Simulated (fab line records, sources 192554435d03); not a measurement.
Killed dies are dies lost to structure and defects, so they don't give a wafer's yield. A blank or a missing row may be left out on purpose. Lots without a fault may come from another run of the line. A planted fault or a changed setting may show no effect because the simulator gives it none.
A struck lot beside a sound one | flow n5_finfet | 15 steps out of a route of 1938
Sound: wafers L971.1, L971.4, L971.5. Struck: wafer L988.2. (L988.5, L988.6 of the same lot were not struck and are left out.) The cause comes at the end.
At each step with rows: each side's tool, then ch and its chambers, then its first start. Under that, the readings that differ: sound wafers | struck wafers | difference of the means | sigmas: that difference in standard deviations of wafers without a fault.
alike: readings whose means differ by less than 2 such deviations, and words and numbers that are the same on both sides. not compared: withheld readings, readings that some wafer has no value for, bounds like >300 that may hide the same value, and numbers for which the record gives no deviation and whose values overlap.
The two part at a step that has a row with sigmas, a row that says differs or no value, or rows on one side only. Numbers that don't overlap but have no deviation are shown without sigmas and don't part them. A reading that every wafer of one side lacks parts them only if that side has two wafers or more.

first, 7 steps without rows for these wafers: N5_PASSIVATION_COAT_24; N5_PASSIVATION_EBR_26; N5_PASSIVATION_SOFTBAKE_25 (time 90 s); N5_PASSIVATION_EXPOSE_27 (exposes mask PAD, defocus 0 nm); N5_PASSIVATION_PEB_28; N5_PASSIVATION_DEVELOP_29 (develop time 60 s); N5_PASSIVATION_HARDBAKE_31 (time 120 s).
N5_PASSIVATION_CD_MEAS_30: target cd 4000 nm.
  sound on cd_sem-02 ch 0, day 12 01:07; struck on cd_sem-02 ch 0, day 16 11:13
  alike: cd_nm
N5_PASSIVATION_OVL_MEAS_63:
  sound on overlay-02 ch 0, day 12 01:09; struck on overlay-01 ch 0, day 16 11:15
  alike: PAD_OVL
N5_PASSIVATION_INSPECT_64: inspects for defects (macro).
  sound on defect_inspect-02, day 12 01:10; struck on defect_inspect-01, day 16 11:16
  alike: raw_defect_count
N5_PASSIVATION_DESCUM_32: chemistry O2, time 7.9 s.
  sound on rie_diel-06 ch 0,1, day 12 01:13; struck on rie_diel-06 ch 3, day 16 11:19
  reading                         | sound             | struck | difference | sigmas
  rf_vpp_V (V)                    | 245.0 245.0 244.2 | 241.2  | -3.5       | -3
  showerhead_plenum_p_Torr (Torr) | 2.23 2.15 2.23    | 2.05   | -0.15      | -3
  throttle_valve_pct (%)          | 20.32 20.32 20.33 | 20.86  | +0.54      | +3
  alike: chamber_pressure_mTorr, drypump_motor_current_A, oes_product_au
  not compared: rf_hours_counter_h
N5_PASSIVATION_AL_ETCH_33: etches Al in Cl2/BCl3, stops on TaN, target depth 2800 nm, time 466.7 s.
  sound on rie_metal-02 ch 0,1, day 12 01:17; struck on rie_metal-01 ch 0, day 16 11:32
  alike: chamber_pressure_mTorr, drypump_motor_current_A, oes_product_au, throttle_valve_pct
  not compared: rf_hours_counter_h
N5_PASSIVATION_ETCH_59: etches TaN in Cl2/BCl3, target depth 65 nm, time 34.9 s.
  sound on rie_metal-02 ch 0,1, day 12 01:42; struck on rie_metal-01 ch 0, day 16 12:14
  reading                  | sound             | struck | difference | sigmas
  oes_product_au (a.u.)    | 0.67 0.76 0.76    | 1.21   | +0.48      | +4
  throttle_valve_pct (%)   | 21.38 21.04 21.08 | 20.50  | -0.67      | -4
  model.etch.depth_nm (nm) | 65.11 65.54 65.15 | 96.67  | +31.40     |
  alike: chamber_pressure_mTorr, drypump_motor_current_A
  not compared: rf_hours_counter_h
N5_PASSIVATION_STRIP_34: strips in O2.
  sound on rie_diel-01 ch 1,3, day 12 01:49; struck on rie_diel-03 ch 2, day 16 12:25
  reading               | sound          | struck | difference | sigmas
  oes_product_au (a.u.) | 0.85 1.02 1.02 | 0.81   | -0.15      | -2
  alike: chamber_pressure_mTorr, drypump_motor_current_A, rf_vpp_V, showerhead_plenum_p_Torr, throttle_valve_pct
  not compared: rf_hours_counter_h
N5_PASSIVATION_PROBE_49:
  the record has rows for the sound wafers here (prober-01, day 12 06:33) and none for the struck ones

WHERE THEY PART
First at N5_PASSIVATION_DESCUM_32; last, within this record, at N5_PASSIVATION_PROBE_49.

WHY: what the simulator had put in
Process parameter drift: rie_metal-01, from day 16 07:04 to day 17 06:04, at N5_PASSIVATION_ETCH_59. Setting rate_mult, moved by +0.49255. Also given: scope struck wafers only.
